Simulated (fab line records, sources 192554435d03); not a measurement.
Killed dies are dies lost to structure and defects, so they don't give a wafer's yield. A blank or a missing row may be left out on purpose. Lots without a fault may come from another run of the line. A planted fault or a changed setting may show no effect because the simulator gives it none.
Chamber matching | flow n5_finfet | N5_BEOL_M2_ETCH_70 on rie_diel-01: 4 sister chambers
The step etches SOC in N2/H2, target depth 80 nm, overetch 24 nm, time 130 s. 20 wafers are shown with their chamber, then 10 later ones without.

WAFERS WITH THEIR CHAMBER
wafer  | chamber | showerhead_plenum_p_Torr (Torr) | drypump_motor_current_A (A) | throttle_valve_pct (%)
L076.2 | 2       | 2.71                            | 5.3                         | 17.60
L076.3 | 1       | 2.71                            | 5.2                         | 17.70
L076.5 | 0       | 2.56                            | 5.8                         | 17.59
L079.4 | 2       | 2.71                            | 5.4                         | 17.62
L079.5 | 3       | 2.49                            | 6.3                         | 17.80
L079.6 | 2       | 2.71                            | 5.4                         | 17.62
L078.1 | 3       | 2.49                            | 6.3                         | 17.80
L078.4 | 2       | 2.71                            | 5.4                         | 17.61
L078.6 | 2       | 2.71                            | 5.4                         | 17.60
L080.2 | 3       | 2.49                            | 6.3                         | 17.82
L080.3 | 1       | 2.70                            | 5.1                         | 17.72
L080.6 | 0       | 2.55                            | 5.7                         | 17.61
L082.1 | 0       | 2.55                            | 5.8                         | 17.64
L082.5 | 3       | 2.49                            | 6.3                         | 17.83
L082.6 | 2       | 2.70                            | 5.3                         | 17.63
L084.2 | 3       | 2.49                            | 6.3                         | 17.84
L084.3 | 0       | 2.55                            | 5.8                         | 17.63
L084.5 | 3       | 2.49                            | 6.3                         | 17.84
L087.4 | 2       | 2.70                            | 5.3                         | 17.65
L087.5 | 1       | 2.70                            | 5.1                         | 17.75

SIGNATURES (means of the wafers above)
reading                  | chamber 0 | chamber 1 | chamber 2 | chamber 3 | scatter within a chamber
showerhead_plenum_p_Torr | 2.5525    | 2.7033    | 2.7071    | 2.4900    | 0.00422
drypump_motor_current_A  | 5.775     | 5.133     | 5.357     | 6.300     | 0.0442
throttle_valve_pct       | 17.6175   | 17.7233   | 17.6186   | 17.8217   | 0.0199
Rule: a wafer's distance from a chamber is the root of the sum, over the readings, of the square of ((its reading less the chamber's mean) divided by the reading's scatter). The wafer belongs to the nearest chamber; if the next one is less than 2 further off, it can't be placed. The scatter: the root of (the sum of the squares of (reading less its chamber's mean) over the shown wafers, divided by (wafers less chambers)).

WAFERS WITHOUT THEIR CHAMBER
wafer  | showerhead_plenum_p_Torr (Torr) | drypump_motor_current_A (A) | throttle_valve_pct (%)
L087.6 | 2.70                            | 5.3                         | 17.64
L093.2 | 2.48                            | 6.3                         | 17.85
L093.3 | 2.69                            | 5.1                         | 17.77
L093.4 | 2.69                            | 5.3                         | 17.67
L094.2 | 2.55                            | 5.7                         | 17.66
L094.4 | 2.69                            | 5.1                         | 17.76
L094.5 | 2.69                            | 5.1                         | 17.76
L097.1 | 2.68                            | 5.1                         | 17.78
L097.2 | 2.54                            | 5.7                         | 17.69
L097.5 | 2.69                            | 5.3                         | 17.67

WHICH CHAMBER EACH WENT THROUGH
wafer  | from the rows above     | in truth
L087.6 | 2                       | 2
L093.2 | 3                       | 3
L093.3 | 1                       | 1
L093.4 | can't be placed: 2 or 1 | 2
L094.2 | 0                       | 0
L094.4 | 1                       | 1
L094.5 | 1                       | 1
L097.1 | 1                       | 1
L097.2 | 0                       | 0
L097.5 | can't be placed: 2 or 1 | 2
Placed correctly: 8 of 10. Can't be placed from these rows: 2 (the true chamber is among the candidates in 2). Placed wrongly: 0.
